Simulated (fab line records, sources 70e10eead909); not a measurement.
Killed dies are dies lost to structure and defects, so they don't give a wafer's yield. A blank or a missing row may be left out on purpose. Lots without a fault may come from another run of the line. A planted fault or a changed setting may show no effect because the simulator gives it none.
Chamber matching | flow nand_harc | NHARC_A_STAIRCASE_TRIM_20 on rie_diel-02: 4 sister chambers
The step chemistry O2, time 211.2 s. 8 wafers are shown with their chamber, then 11 later ones without.

WAFERS WITH THEIR CHAMBER
wafer  | chamber | drypump_motor_current_A (A) | showerhead_plenum_p_Torr (Torr)
L080.5 | 3       | 5.2                         | 3.44
L082.4 | 0       | 5.2                         | 3.56
L088.4 | 3       | 5.2                         | 3.43
L088.6 | 2       | 5.0                         | 3.50
L090.1 | 2       | 4.9                         | 3.49
L090.2 | 0       | 5.2                         | 3.54
L090.6 | 1       | 6.2                         | 3.75
L092.1 | 1       | 6.2                         | 3.75

WAFERS WITHOUT THEIR CHAMBER
wafer  | drypump_motor_current_A (A) | showerhead_plenum_p_Torr (Torr)
L092.4 | 5.2                         | 3.42
L092.5 | 5.3                         | 3.54
L093.2 | 6.2                         | 3.75
L093.3 | 5.3                         | 3.42
L093.4 | 4.9                         | 3.49
L096.2 | 6.2                         | 3.75
L096.4 | 5.2                         | 3.41
L096.5 | 5.2                         | 3.41
L097.1 | 5.2                         | 3.53
L097.3 | 5.0                         | 3.49
L097.4 | 6.2                         | 3.75

WHICH CHAMBER EACH WENT THROUGH
wafer  | from the rows above | in truth
L092.4 | 3                   | 3
L092.5 | 0                   | 0
L093.2 | 1                   | 1
L093.3 | 3                   | 3
L093.4 | 2                   | 2
L096.2 | 1                   | 1
L096.4 | 3                   | 3
L096.5 | 3                   | 3
L097.1 | 0                   | 0
L097.3 | 2                   | 2
L097.4 | 1                   | 1
Placed correctly: 11 of 11. Can't be placed from these rows: 0. Placed wrongly: 0.
How it was worked out, from the rows above alone: a wafer's distance from a chamber is the root of the sum, over the readings, of the square of ((its reading less the chamber's mean) divided by the reading's scatter). The wafer belongs to the nearest chamber; if the next one is less than 2 further off, it can't be placed. A chamber's mean is the mean of its shown wafers. The scatter: the root of (the sum of the squares of (reading less its chamber's mean) over the shown wafers, divided by (wafers less chambers)).
